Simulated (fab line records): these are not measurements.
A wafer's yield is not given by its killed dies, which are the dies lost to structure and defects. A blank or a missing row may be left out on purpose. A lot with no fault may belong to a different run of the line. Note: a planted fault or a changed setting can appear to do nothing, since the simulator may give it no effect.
Which tool did it? -- flow n5Finfet -- 15 lots, 44 wafers sampled, at 7 steps of a route of 1938

== WHAT THE GAUGES READ, wafer by wafer ==
N5_SD_EPI_P_CD_MEAS_09: the cd target is 240 nm. Usual: cdNm reads 239.7 nm (standard deviation 0.72).
lot,measured,on,cdNm (nm),flag
L663,day 3 03:52,cdSem-02,240.5 240.6 240.3,
L664,day 3 16:01,cdSem-02,240.2 239.7 239.4,
L665,day 3 17:13,cdSem-02,239.3 239.6 238.7,
L666,day 3 23:25,cdSem-01,238.5 237.5 237.9,
L667,day 4 04:53,cdSem-03,238.9 239.5 239.9,
L668,day 4 14:29,cdSem-01,239.4 239.4 239.8,
L669,day 4 21:05,cdSem-01,239.9 240.3 240.5,
L671,day 5 07:11,cdSem-01,239.5 239.8 239.9,
L672,day 5 12:22,cdSem-03,239.7 239.6 238.6,
L673,day 5 21:02,cdSem-01,238.9 239.4,
L682,day 8 00:33,cdSem-01,239.7 240.0 239.4,
L683,day 8 04:32,cdSem-03,239.6 240.1 240.0,
L684,day 8 12:49,cdSem-01,238.9 238.3 239.8,
L685,day 8 18:56,cdSem-03,239.2 240.0 239.6,
L686,day 9 04:01,cdSem-01,241.2 240.7 240.3,

N5_SD_EPI_P_EPI_MEAS_23. Usual: thkNm reads 61.0 nm (standard deviation 1.2).
lot,measured,on,thkNm (nm),flag
L663,day 3 07:30,filmMetro-01,60.5 61.4 59.6,
L664,day 3 19:39,filmMetro-01,60.9 60.9 60.8,
L665,day 3 20:52,filmMetro-02,60.1 60.1 61.0,
L666,day 4 03:04,filmMetro-02,63.0 61.2 60.6,
L667,day 4 08:31,filmMetro-02,60.1 62.5 60.5,
L668,day 4 18:58,filmMetro-02,61.2 59.9 62.1,
L669,day 5 01:28,filmMetro-02,61.8 59.5 61.4,
L671,day 5 11:17,filmMetro-02,63.0 74.6 62.0,OFF
L672,day 5 16:01,filmMetro-01,74.3 70.8 61.1,OFF
L673,day 6 00:40,filmMetro-01,74.2 73.5,OFF
L682,day 8 05:05,filmMetro-02,61.5 59.7 60.7,
L683,day 8 08:17,filmMetro-01,62.2 62.5 62.1,
L684,day 8 16:46,filmMetro-02,61.0 60.6 60.8,
L685,day 9 00:31,filmMetro-01,61.4 62.8 58.8,
L686,day 9 07:55,filmMetro-02,61.9 61.0 60.4,

N5_SD_ACTIVATION_RS_MEAS_03: uses a four-point probe to measure. Usual: RS_SD_N 21.94 ohm/sq, standard deviation 0.27; RS_SD_P 56.0 ohm/sq, standard deviation 0.7.
lot,measured,on,RS_SD_N (ohm/sq),RS_SD_P (ohm/sq),flag
L663,day 3 08:09,filmMetro-02,21.72 22.01 21.60,56.5 55.0 55.3,
L664,day 3 20:22,filmMetro-01,21.59 21.71 21.46,56.4 56.0 55.6,
L665,day 3 21:30,filmMetro-01,21.83 22.09 21.65,56.8 56.6 55.5,
L666,day 4 04:10,filmMetro-02,21.86 21.18 21.43,55.7 56.0 56.2,
L667,day 4 09:10,filmMetro-02,22.19 21.63 22.50,54.3 53.8 54.9,
L668,day 4 19:46,filmMetro-01,21.69 22.01 21.95,56.3 56.3 56.5,
L669,day 5 02:11,filmMetro-01,22.23 22.35 22.10,55.3 56.2 55.5,
L671,day 5 11:53,filmMetro-01,22.36 22.66 22.25,55.3 46.6 55.8,OFF
L672,day 5 16:49,filmMetro-02,21.79 21.78 21.79,46.1 46.7 56.0,OFF
L673,day 6 01:19,filmMetro-02,22.33 21.99,46.7 46.6,OFF
L682,day 8 05:52,filmMetro-01,21.86 21.94 21.76,55.8 55.0 55.9,
L683,day 8 08:57,filmMetro-02,21.95 22.00 21.76,55.6 55.5 55.5,
L684,day 8 17:24,filmMetro-02,21.56 21.82 21.86,56.6 57.0 56.4,
L685,day 9 01:07,filmMetro-01,22.26 22.00 21.72,56.0 56.5 56.1,
L686,day 9 08:44,filmMetro-01,21.71 21.71 21.71,55.9 55.2 55.5,

N5_BEOL_M4_RC_MEAS_101. Usual: DIBL_N 36.3 mV/V, standard deviation 1.2; DIBL_P 36.1 mV/V, standard deviation 1.6; IOFF_N 0.161 nA/um, standard deviation 0.023; IOFF_P 0.209 nA/um, standard deviation 0.027; ION_N 676 uA/um, standard deviation 8.9; ION_P 462 uA/um, standard deviation 5.3; RS_SD_P 65.9 ohm/sq, standard deviation 0.86; SS_N 71.5 mV/dec, standard deviation 0.51; SS_P 73.2 mV/dec, standard deviation 0.5; VT_N 249.1 mV, standard deviation 2.5; VT_P -249.9 mV, standard deviation 2.8.
lot,measured,on,DIBL_N (mV/V),DIBL_P (mV/V),IOFF_N (nA/um),IOFF_P (nA/um),ION_N (uA/um),ION_P (uA/um),RS_SD_P (ohm/sq),SS_N (mV/dec),SS_P (mV/dec),VT_N (mV),VT_P (mV),flag
L663,day 7 12:20,prober-02,36.5 35.7 34.8,36.8 35.0 33.1,0.164 0.142 0.129,0.203 0.183 0.157,671 672 667,460 457 451,66.5 65.1 65.2,71.8 70.8 71.7,72.7 73.3 73.5,246.1 247.2 250.9,-251.8 -253.2 -255.5,
L664,day 8 08:17,prober-01,36.1 35.8 37.7,35.6 36.2 38.1,0.155 0.145 0.185,0.203 0.211 0.249,683 671 689,462 461 471,65.4 65.9 65.9,71.5 70.9 71.6,72.9 72.7 73.9,248.2 248.5 246.0,-249.9 -250.4 -247.5,
L665,day 8 12:03,prober-01,36.8 37.7 36.8,35.5 35.8 34.7,0.161 0.174 0.162,0.221 0.220 0.213,675 674 664,463 466 460,66.8 66.7 64.8,71.3 71.2 71.5,73.0 73.1 73.5,250.1 250.3 248.5,-248.8 -249.0 -247.3,
L666,day 8 14:11,prober-02,35.7 34.9 34.4,34.7 33.4 33.8,0.146 0.125 0.125,0.190 0.172 0.180,672 666 667,463 457 464,66.1 65.4 66.7,71.5 70.9 71.1,72.8 72.9 72.9,252.3 252.6 252.0,-249.1 -253.1 -251.7,
L667,day 8 17:25,prober-02,35.5 34.8 36.0,34.7 33.8 35.1,0.126 0.121 0.137,0.169 0.164 0.182,658 664 672,450 457 459,64.3 63.3 64.3,70.6 69.9 70.4,72.4 72.7 72.3,250.9 252.8 252.8,-255.3 -255.6 -254.5,
L668,day 9 04:35,prober-02,37.6 36.4 37.9,36.7 36.1 37.3,0.184 0.168 0.192,0.262 0.241 0.272,682 686 678,471 468 465,65.8 66.4 65.7,71.5 71.5 71.8,73.2 73.4 73.4,245.7 247.2 248.0,-246.9 -244.0 -243.8,
L669,day 9 12:39,prober-02,36.5 37.4 37.1,35.8 37.8 37.4,0.158 0.188 0.198,0.203 0.239 0.240,669 675 683,459 459 466,65.9 67.4 66.4,71.6 71.5 71.6,73.5 73.4 74.4,249.0 248.5 248.4,-249.5 -247.8 -247.9,
L671,day 9 14:19,prober-02,36.9 37.7 36.9,34.3 35.4 34.6,0.153 0.170 0.166,0.203 0.244 0.202,670 667 674,467 469 459,64.6 54.2 65.0,71.5 71.7 71.5,73.2 72.8 72.8,249.4 247.7 250.3,-248.5 -244.6 -252.3,OFF
L672,day 9 20:49,prober-01,33.8 35.2 34.6,34.7 36.5 35.9,0.146 0.172 0.155,0.197 0.232 0.190,678 687 675,471 471 458,54.0 54.8 65.4,72.2 71.7 71.3,72.4 73.4 72.8,247.6 244.4 248.9,-250.3 -245.7 -251.1,OFF
L673,day 10 10:28,prober-01,36.6 36.6,36.5 37.1,0.164 0.165,0.229 0.232,684 687,472 474,55.0 55.0,71.7 71.4,72.9 73.7,246.6 249.3,-245.3 -243.4,OFF
L682,day 12 14:46,prober-01,36.1 35.7 36.0,35.0 34.4 35.0,0.166 0.149 0.155,0.211 0.200 0.201,678 675 680,459 460 468,65.3 66.2 65.5,71.1 71.5 71.2,72.2 72.8 72.9,248.8 249.9 250.0,-248.8 -248.3 -248.5,
L683,day 12 14:43,prober-02,36.8 38.2 37.9,37.2 37.8 37.5,0.177 0.200 0.186,0.220 0.232 0.225,679 688 680,460 462 467,65.1 65.1 65.3,72.2 71.8 72.0,73.3 73.2 72.1,249.4 247.3 247.4,-250.5 -247.2 -249.5,
L684,day 12 20:45,prober-02,34.3 35.8 36.0,35.7 36.9 37.6,0.117 0.135 0.138,0.192 0.214 0.222,663 666 673,461 463 467,66.2 67.9 66.6,71.9 71.0 71.6,72.9 73.7 73.1,254.1 254.6 254.9,-252.3 -249.9 -250.0,
L685,day 13 06:17,prober-01,35.6 36.1 36.0,36.5 37.8 37.2,0.161 0.182 0.166,0.215 0.238 0.222,666 681 677,461 461 462,65.3 66.2 66.1,71.9 71.8 72.7,73.0 73.9 73.7,249.0 246.7 248.1,-250.2 -247.1 -251.9,
L686,day 13 22:22,prober-01,37.1 36.0 35.0,36.4 35.6 34.3,0.166 0.143 0.132,0.217 0.202 0.178,679 674 662,465 463 457,65.5 65.0 65.0,71.8 71.9 71.6,73.3 73.1 73.4,250.1 250.6 251.1,-246.2 -248.4 -248.6,

== WHAT TOOL EACH LOT RAN ON (gives the tool, then ch and the chambers of the sampled wafers, and finally the start) ==
lot,N5_SD_EPI_P_ETCH_37,N5_SD_EPI_P_EPI_21,N5_ILD0_CMP_03
L663,"rieDiel-02 ch 0,3, day 3 04:02","epiRpcvd-01 ch 0, day 3 06:01","cmp-03 ch 0,3, day 3 10:52"
L664,"rieDiel-02 ch 0,1,3, day 3 16:12","epiRpcvd-01 ch 0, day 3 17:49","cmp-04 ch 0,2,3, day 3 23:32"
L665,"rieDiel-06 ch 1,3, day 3 17:24","epiRpcvd-02 ch 0, day 3 19:02","cmp-02 ch 0,1, day 4 00:35"
L666,"rieDiel-06 ch 0,1, day 3 23:36","epiRpcvd-02 ch 0, day 4 01:13","cmp-04 ch 0,1, day 4 06:54"
L667,"rieDiel-02 ch 0,1, day 4 05:04","epiRpcvd-04 ch 0, day 4 07:02","cmp-03 ch 0,2, day 4 11:53"
L668,"rieDiel-03 ch 0,2,3, day 4 14:40","epiRpcvd-02 ch 0, day 4 16:02","cmp-04 ch 0,2, day 4 22:50"
L669,"rieDiel-03 ch 1,2,3, day 4 22:00","epiRpcvd-02 ch 0, day 4 23:16","cmp-04 ch 0,2,3, day 5 04:56"
L671,"rieDiel-06 ch 0,2, day 5 07:48","epiRpcvd-02 ch 0, day 5 09:05","cmp-03 ch 0,1,3, day 5 15:03"
L672,"rieDiel-03 ch 2,3, day 5 12:33","epiRpcvd-02 ch 0, day 5 14:10","cmp-04 ch 0,1,3, day 5 19:36"
L673,"rieDiel-03 ch 1,2, day 5 21:13","epiRpcvd-02 ch 0, day 5 22:49","cmp-03 ch 0,3, day 6 04:05"
L682,"rieDiel-02 ch 2,3, day 8 00:46","epiRpcvd-01 ch 0, day 8 02:37","cmp-04 ch 0,3, day 8 08:34"
L683,"rieDiel-02 ch 1,2,3, day 8 04:43","epiRpcvd-04 ch 0, day 8 06:05","cmp-02 ch 0,1, day 8 11:51"
L684,"rieDiel-03 ch 0,2, day 8 13:19","epiRpcvd-01 ch 0, day 8 14:56","cmp-02 ch 0,1,2, day 8 20:20"
L685,"rieDiel-03 ch 0,1, day 8 20:13","epiRpcvd-02 ch 0, day 8 21:36","cmp-04 ch 0,1,3, day 9 03:55"
L686,"rieDiel-06 ch 0,3, day 9 04:28","epiRpcvd-04 ch 0, day 9 06:05","cmp-04 ch 1,2,3, day 9 12:35"
- N5_SD_EPI_P_ETCH_37: etches SOC in N2/H2, overetch 108 nm, time 486 s.
- N5_SD_EPI_P_EPI_21: deposits SiGe:B, time 355 s.
- N5_ILD0_CMP_03: polishes, stops on SiNx, t overpolish 1.9 s, target thk 197.38 nm.

== WHAT THE TOOLS THEMSELVES READ (means of the sampled wafers that have a number; where no wafer has one, the mark that the record gives instead) ==
N5_SD_EPI_P_ETCH_37. Usual: biasW 133.0 W, standard deviation 0.4; drypumpMotorCurrentA 5.9 A, standard deviation 0.4; oesProductAu 0.72 a.u., standard deviation 0.08; rfVppV 241.1 V, standard deviation 1.4; showerheadPlenumPTorr 2.57 Torr, standard deviation 0.095; throttleValvePct 23.8 %, standard deviation 0.31.
lot,tool,biasW (W),drypumpMotorCurrentA (A),oesProductAu (a.u.),rfVppV (V),showerheadPlenumPTorr (Torr),throttleValvePct (%),flag
L663,rieDiel-02,133.0,5.9,0.74,241.8,2.60,23.5,
L664,rieDiel-02,133.2,5.9,0.70,240.6,2.59,23.5,
L665,rieDiel-06,132.9,6.0,0.66,242.1,2.63,23.7,
L666,rieDiel-06,132.8,6.1,0.62,240.8,2.54,23.8,
L667,rieDiel-02,133.4,6.1,0.75,242.3,2.68,23.4,
L668,rieDiel-03,133.1,5.8,0.65,240.6,2.49,24.0,
L669,rieDiel-03,133.0,5.5,0.68,241.0,2.54,24.2,
L671,rieDiel-06,133.1,5.5,0.76,240.4,2.56,23.8,
L672,rieDiel-03,132.9,5.3,0.65,240.1,2.49,24.1,
L673,rieDiel-03,133.1,5.6,0.69,241.2,2.56,24.2,
L682,rieDiel-02,132.9,6.0,0.73,240.6,2.52,24.0,
L683,rieDiel-02,132.9,6.0,0.73,241.1,2.59,23.7,
L684,rieDiel-03,132.8,6.2,0.76,240.4,2.48,23.9,
L685,rieDiel-03,132.8,6.4,0.75,240.7,2.54,24.0,
L686,rieDiel-06,132.7,5.9,0.65,240.2,2.56,23.9,

N5_SD_EPI_P_EPI_21. Usual: susceptorTempC 549.99 C, standard deviation 0.26; susceptor_temp_C_max 551.6, standard deviation 0.62.
lot,tool,susceptorTempC (C),susceptor_temp_C_max,flag
L663,epiRpcvd-01,550.07,551.0,
L664,epiRpcvd-01,550.06,551.0,
L665,epiRpcvd-02,549.82,551.5,
L666,epiRpcvd-02,550.12,551.9,
L667,epiRpcvd-04,550.32,551.6,
L668,epiRpcvd-02,550.37,552.5,
L669,epiRpcvd-02,550.29,552.5,
L671,epiRpcvd-02,549.68,551.6,
L672,epiRpcvd-02,549.74,551.7,
L673,epiRpcvd-02,550.14,551.8,
L682,epiRpcvd-01,550.30,551.2,
L683,epiRpcvd-04,549.81,551.2,
L684,epiRpcvd-01,549.80,550.8,
L685,epiRpcvd-02,549.76,551.7,
L686,epiRpcvd-04,550.01,551.3,

N5_ILD0_CMP_03. Usual: edgeZonePressureFrac 1.000, standard deviation 0.0041; motorCurrentA 12.5 A, standard deviation 0.91; overpolishRunS 1.900 s, standard deviation 0.0088; retainingRingPressureFrac 1.000, standard deviation 0.0049; timeToEndpointS 68 s, standard deviation 3.3.
lot,tool,edgeZonePressureFrac,motorCurrentA (A),overpolishRunS (s),retainingRingPressureFrac,timeToEndpointS (s),flag
L663,cmp-03,0.998,12.4,1.898,1.004,69,
L664,cmp-04,1.002,12.5,1.905,0.998,69,
L665,cmp-02,1.003,12.6,1.896,1.004,67,
L666,cmp-04,1.003,11.7,1.899,1.002,70,
L667,cmp-03,1.004,12.4,1.902,1.002,66,
L668,cmp-04,1.003,12.1,1.906,1.001,65,
L669,cmp-04,0.997,12.3,1.912,1.001,65,
L671,cmp-03,0.998,13.3,1.908,0.999,66,
L672,cmp-04,1.003,12.0,1.905,1.002,71,
L673,cmp-03,1.000,13.1,1.906,0.999,64,
L682,cmp-04,0.999,11.5,1.906,1.001,72,
L683,cmp-02,0.999,12.6,1.893,1.001,68,
L684,cmp-02,1.002,12.3,1.904,1.001,67,
L685,cmp-04,1.002,12.0,1.901,1.005,71,
L686,cmp-04,0.998,12.8,1.906,0.998,75,

== THE ANSWER, worked out from the rows above alone ==
Rule: a lot is off if the mean of its wafers that have a number lies more than 3 standard deviations from the usual mean. A lot without any number at a reading at which 4 lots or more have one is off too. Where the step has rows for the other lots, those lots are counted as sound. First the gauges in route order, then the tools' own readings, where a lot's mean is used as printed above. At the first step where some lot is off, the reading lying furthest off is the one used; lots without a number count as furthest.
Off: L671, L672, L673, at N5_SD_EPI_P_EPI_MEAS_23 (thkNm).
A tool fits if, at a process step before that reading, it ran every lot that is off, and no sound lot after the first of them. Not tried: the gauges at N5_SD_EPI_P_EPI_MEAS_23; whatever is off there is also off at N5_BEOL_M4_RC_MEAS_101, on other tools, and gauge error can't account for it. None of those tried fits.

== WHAT THE SIMULATOR PUT IN ==
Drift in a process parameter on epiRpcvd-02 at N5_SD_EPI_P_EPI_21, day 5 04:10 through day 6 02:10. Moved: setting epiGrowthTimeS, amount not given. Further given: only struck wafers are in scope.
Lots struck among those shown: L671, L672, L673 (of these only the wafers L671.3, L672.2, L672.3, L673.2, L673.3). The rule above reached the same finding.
